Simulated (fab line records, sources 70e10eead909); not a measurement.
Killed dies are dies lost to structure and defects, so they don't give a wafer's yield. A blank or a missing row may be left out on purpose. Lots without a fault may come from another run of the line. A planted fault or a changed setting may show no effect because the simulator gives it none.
Chamber matching | flow nand_harc | NHARC_A_SLIT_ETCH_24 on rie_diel-07: 4 sister chambers
The step etches the open film in CF4/CHF3, target depth 121 nm, time 60.5 s. 8 wafers are shown with their chamber, then 9 later ones without.

WAFERS WITH THEIR CHAMBER
wafer  | chamber | drypump_motor_current_A (A) | showerhead_plenum_p_Torr (Torr)
L081.4 | 0       | 5.8                         | 1.63
L082.3 | 3       | 5.2                         | 1.67
L085.1 | 0       | 5.8                         | 1.63
L085.2 | 2       | 5.8                         | 1.61
L085.3 | 1       | 6.2                         | 1.66
L084.2 | 2       | 5.9                         | 1.61
L084.4 | 3       | 5.2                         | 1.67
L084.5 | 1       | 6.2                         | 1.65

WAFERS WITHOUT THEIR CHAMBER
wafer  | drypump_motor_current_A (A) | showerhead_plenum_p_Torr (Torr)
L089.1 | 6.2                         | 1.65
L089.4 | 5.9                         | 1.61
L089.6 | 5.8                         | 1.61
L093.3 | 5.8                         | 1.63
L093.4 | 5.9                         | 1.61
L093.6 | 6.2                         | 1.65
L095.2 | 6.2                         | 1.65
L095.3 | 5.8                         | 1.61
L095.6 | 6.2                         | 1.65

WHICH CHAMBER EACH WENT THROUGH
wafer  | from the rows above | in truth
L089.1 | 1                   | 1
L089.4 | 2                   | 2
L089.6 | 2                   | 2
L093.3 | 0                   | 0
L093.4 | 2                   | 2
L093.6 | 1                   | 1
L095.2 | 1                   | 1
L095.3 | 2                   | 2
L095.6 | 1                   | 1
Placed correctly: 9 of 9. Can't be placed from these rows: 0. Placed wrongly: 0.
How it was worked out, from the rows above alone: a wafer's distance from a chamber is the root of the sum, over the readings, of the square of ((its reading less the chamber's mean) divided by the reading's scatter). The wafer belongs to the nearest chamber; if the next one is less than 2 further off, it can't be placed. A chamber's mean is the mean of its shown wafers. The scatter: the root of (the sum of the squares of (reading less its chamber's mean) over the shown wafers, divided by (wafers less chambers)).
